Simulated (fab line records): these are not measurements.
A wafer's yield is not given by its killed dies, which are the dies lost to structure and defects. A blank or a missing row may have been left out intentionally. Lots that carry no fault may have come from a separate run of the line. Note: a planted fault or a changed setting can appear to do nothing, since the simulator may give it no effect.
Matching of chambers	flow n5_finfet	N5_FIN_SAQP_ETCH_69 on rie_diel-01 has 4 sister chambers
The step etches SOC in N2/H2, stops on SiNx, target depth 150 nm. 18 wafers are shown with their chamber, then 9 later ones without.

## WAFERS WITH THEIR CHAMBER
wafer	chamber	oes_product_au (a.u.)	showerhead_plenum_p_Torr (Torr)	throttle_valve_pct (%)
L074.1	2	0.72	2.50	17.57
L074.3	0	0.78	2.56	17.53
L074.5	1	0.84	2.48	17.52
L075.2	2	0.72	2.50	17.58
L075.3	1	0.84	2.48	17.50
L075.4	3	0.94	2.50	17.57
L076.1	1	0.84	2.48	17.51
L076.3	3	0.93	2.50	17.57
L076.5	2	0.71	2.50	17.58
L078.1	1	0.83	2.48	17.52
L078.4	3	0.92	2.50	17.57
L078.6	0	0.78	2.55	17.53
L080.1	3	0.91	2.50	17.57
L080.2	2	0.70	2.49	17.60
L080.3	1	0.82	2.48	17.54
L081.3	1	0.82	2.47	17.53
L081.5	1	0.82	2.47	17.54
L081.6	2	0.70	2.49	17.60

SIGNATURES (means of the wafers above)
reading	chamber 0	chamber 1	chamber 2	chamber 3	scatter within a chamber
oes_product_au	0.7800	0.8300	0.7100	0.9250	0.0104
showerhead_plenum_p_Torr	2.5550	2.4771	2.4960	2.5000	0.00473
throttle_valve_pct	17.5300	17.5229	17.5860	17.5700	0.0121
Rule: a wafer's distance from a chamber is the root of the sum, over the readings, of the square of ((its reading less the chamber's mean) divided by the reading's scatter). The wafer belongs to the nearest chamber; if the next one is less than 2 further off, it can't be placed. The scatter: the root of (the sum of the squares of (reading less its chamber's mean) over the shown wafers, divided by (wafers less chambers)).

## WAFERS MISSING THEIR CHAMBER
wafer	oes_product_au (a.u.)	showerhead_plenum_p_Torr (Torr)	throttle_valve_pct (%)
L083.1	0.77	2.55	17.55
L083.2	0.70	2.49	17.58
L083.6	0.77	2.55	17.55
L085.1	0.82	2.47	17.57
L085.2	0.70	2.49	17.61
L085.3	0.89	2.50	17.61
L092.1	0.86	2.49	17.63
L092.2	0.69	2.48	17.64
L092.3	0.75	2.54	17.60

## CHAMBER TAKEN BY EACH
wafer	from the rows above	in truth
L083.1	0	0
L083.2	2	2
L083.6	0	0
L085.1	1	1
L085.2	2	2
L085.3	3	3
L092.1	can't be placed: 3 or 1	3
L092.2	2	2
L092.3	0	0
8 of 9 placed correctly. Can't be placed from these rows: 1 (the true chamber is among the candidates in 1). Number placed wrongly: 0.
